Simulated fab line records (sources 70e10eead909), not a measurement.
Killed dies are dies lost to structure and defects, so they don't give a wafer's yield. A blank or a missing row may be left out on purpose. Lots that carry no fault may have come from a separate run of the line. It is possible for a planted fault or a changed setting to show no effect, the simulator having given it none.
Matching of chambers    flow nand harc    NHARC_A_SLIT_DESCUM_14 on rie diel-07 has 3 sister chambers
The step chemistry O2, time 3 s. 14 wafers are shown with their chamber, then 6 later ones without.

== WAFERS WITH THEIR CHAMBER ==
wafer   chamber  drypump motor current A (A)  oes product au (a.u.)  rf vpp V (V)
L134.2  2        6.5                          1.009                  56.9
L134.3  1        5.5                          1.018                  57.4
L134.6  2        6.5                          1.014                  59.2
L141.3  1        5.5                          1.010                  57.5
L141.4  0        5.7                          0.972                  57.7
L141.6  1        5.5                          1.000                  58.3
L143.2  2        6.4                          0.997                  58.1
L143.3  1        5.5                          1.010                  58.4
L143.5  1        5.5                          1.010                  56.6
L144.4  0        5.6                          0.974                  57.2
L144.5  1        5.5                          1.007                  58.3
L144.6  2        6.5                          1.011                  57.4
L148.4  0        5.7                          0.996                  58.0
L148.5  2        6.5                          1.014                  58.3

SIGNATURES (averages over the wafers above)
reading                  chamber 0  chamber 1  chamber 2  scatter within a chamber
drypump motor current A  5.667      5.500      6.480      0.0365
oes product au           0.98067    1.00917    1.00900    0.0081
rf vpp V                 57.633     57.750     57.980     0.737
Rule: a wafer lies at a distance from a chamber equal to the root of the sum of squares, over the readings, of (its reading less the chamber's mean, divided by the reading's scatter). The wafer belongs to the nearest chamber; if the next one is less than 2 further off, it can't be placed. The scatter: take each reading less its chamber's mean, square it, sum over the shown wafers, divide by the number of wafers less the number of chambers, and take the root.

== WAFERS MISSING THEIR CHAMBER ==
wafer   drypump motor current A (A)  oes product au (a.u.)  rf vpp V (V)
L148.6  5.5                          1.004                  57.3
L154.3  5.7                          1.006                  57.6
L154.6  6.5                          1.016                  58.1
L153.1  6.4                          1.014                  57.6
L153.2  5.7                          0.999                  57.8
L153.4  5.7                          1.001                  57.2

== THE CHAMBER EACH PASSED THROUGH ==
wafer   from the rows above  in truth
L148.6  1                    1
L154.3  0                    0
L154.6  2                    2
L153.1  2                    2
L153.2  0                    0
L153.4  0                    0
Placed correctly: 6 of 6. Not placeable from these rows: 0. 0 placed wrongly.
